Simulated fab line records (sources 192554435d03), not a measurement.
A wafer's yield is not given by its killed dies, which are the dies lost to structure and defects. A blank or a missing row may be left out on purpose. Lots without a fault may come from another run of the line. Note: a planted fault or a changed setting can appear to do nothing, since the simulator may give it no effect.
Comparing a struck lot with a sound one / flow n5 finfet / 36 out of 1938 route steps
Sound: the wafers L675.2, L675.3, L675.5. The struck wafers were L684.2, L684.3, L684.4. The cause is given at the end.
Per side, at each step with rows, come the tool, then ch with its chambers, and then its first start. Under that, the readings that differ: sound wafers / struck wafers / difference of the means / sigmas: that difference in standard deviations of wafers without a fault.
alike: readings whose means differ by less than 2 such deviations, and words and numbers that are the same on both sides. not compared: withheld readings, readings that some wafer has no value for, bounds like >300 that may hide the same value, and numbers for which the record gives no deviation and whose values overlap.
The two part at a step that has a row with sigmas, a row that says differs or no value, or rows on one side only. Numbers that don't overlap but have no deviation are shown without sigmas and don't part them. A reading that every wafer of one side lacks parts them only if that side has two wafers or more.

first, 9 steps without rows for these wafers: N5_STI_FIN_REVEAL_PRECLEAN_18 (cleans in SC2, time 45 s); N5_STI_FIN_REVEAL_SRD_28 (time 30 s); N5_DUMMY_GATE_PRECLEAN_00 (cleans in O3/DIW, time 60 s); N5_DUMMY_GATE_SRD_01 (time 30 s); N5_DUMMY_GATE_ALD_02 (deposits SiO2, target thk 2 nm, pulse time 1 s); N5_DUMMY_GATE_CVD_03 (deposits a-Si from SiH4, target thk 150 nm, time 8042 s); N5_DUMMY_GATE_PRECLEAN_46 (cleans in DIW, time 89.5 s); N5_DUMMY_GATE_SRD_47 (dry time 32 s); N5_DUMMY_GATE_CMP_04 (polishes a-Si).
N5_DUMMY_GATE_HM_DEP_06: deposits SiNx from DCS/NH3, target thk 80 nm, time 5141 s.
  sound on lpcvd-02 ch 0/70,0/75,0/84, day 3 20:07; struck on lpcvd-02 ch 0/100,0/104,0/95, day 5 23:49
reading=model.SiNx_of_DUMMY_GATE_HM_DEP_06.thk nm (nm); sound=81.2 81.2 81.6; struck=76.2 76.6 76.6; difference=-4.9; sigmas=
then, 24 steps without rows for these wafers: N5_DUMMY_GATE_PECVD_30 (deposits SiO2 from TEOS/O2, target thk 55 nm, time 10.8 s); N5_DUMMY_GATE_COAT_34 (time 60 s, resist thk 60 nm); N5_DUMMY_GATE_COAT_35 (time 60 s, resist thk 10 nm); N5_DUMMY_GATE_COAT_28 (time 60 s, resist thk 10 nm); N5_DUMMY_GATE_COAT_09 (resist thk 30 nm); N5_DUMMY_GATE_EBR_11; N5_DUMMY_GATE_SOFTBAKE_10 (time 60 s); N5_DUMMY_GATE_EXPOSE_12 (exposes mask GATE, target cd 25 nm); N5_DUMMY_GATE_PEB_13 (peb time 60 s); N5_DUMMY_GATE_DEVELOP_14 (develop time 30 s); N5_DUMMY_GATE_DESCUM_20 (chemistry O2, time 6.2 s); N5_DUMMY_GATE_ETCH_29 (etches underlayer in N2/H2, target depth 13 nm); N5_DUMMY_GATE_ETCH_36 (etches SiARC in CF4, target depth 13 nm); N5_DUMMY_GATE_ETCH_37 (etches SOC in N2/H2, target depth 60 nm, overetch 30 nm); N5_DUMMY_GATE_STRIP_38 (strips in N2/H2); N5_DUMMY_GATE_STRIP_39 (strips in N2/H2); N5_DUMMY_GATE_TRIM_49 (chemistry O2, time 29 s, target cd 14 nm); N5_DUMMY_GATE_STRIP_40 (strips in CF4); N5_DUMMY_GATE_ETCH_31 (etches SiO2 in C4F6/O2, target depth 82.5 nm, time 27.5 s); N5_DUMMY_GATE_STRIP_41 (strips in O2); N5_DUMMY_GATE_HM_OPEN_21 (chemistry CH3F/O2, target SiNx, target depth 120 nm, time 171.4 s); N5_DUMMY_GATE_ETCH_32 (etches SiO2 in CF4, target depth 3.5 nm, time 3.9 s); N5_DUMMY_GATE_ETCH_23 (etches poly-Si in HBr/Cl2/O2, target depth 41 nm, time 22.3 s); N5_DUMMY_GATE_ETCH_44 (etches poly-Si in HBr/O2, stops on SiO2, target depth 127.5 nm).
N5_ILD0_CMP_03: polishes, stops on SiNx, t overpolish 1.9 s, target thk 197.38 nm.
  sound on cmp-04 ch 0,1,3, day 4 15:20; struck on cmp-02 ch 0,2,3, day 6 20:17
reading=model.SiNx_of_DUMMY_GATE_HM_DEP_06.thk nm (nm); sound=78.2 78.2 78.6; struck=73.2 73.6 73.6; difference=-4.9; sigmas=
  alike: motor current A, overpolish run s, time to endpoint s
-- the record jumps here: 9 days lie between the struck wafers' starts before and after (it left off in module ILD0 and takes up again in module PASSIVATION, whose first step shown is number 1936 of the route) --
N5_PASSIVATION_PROBE_49:
  sound on prober-02 at day 13 01:13; struck on prober-01 at day 15 19:11
  alike: killed_at_M0_to_M3, killed_at_M4_up, killed at contacts, killed at front end, killed at other, killed dies, killed open, killed short

## WHERE THEY PART
Nowhere in this record.

WHY: what had been put in by the simulator
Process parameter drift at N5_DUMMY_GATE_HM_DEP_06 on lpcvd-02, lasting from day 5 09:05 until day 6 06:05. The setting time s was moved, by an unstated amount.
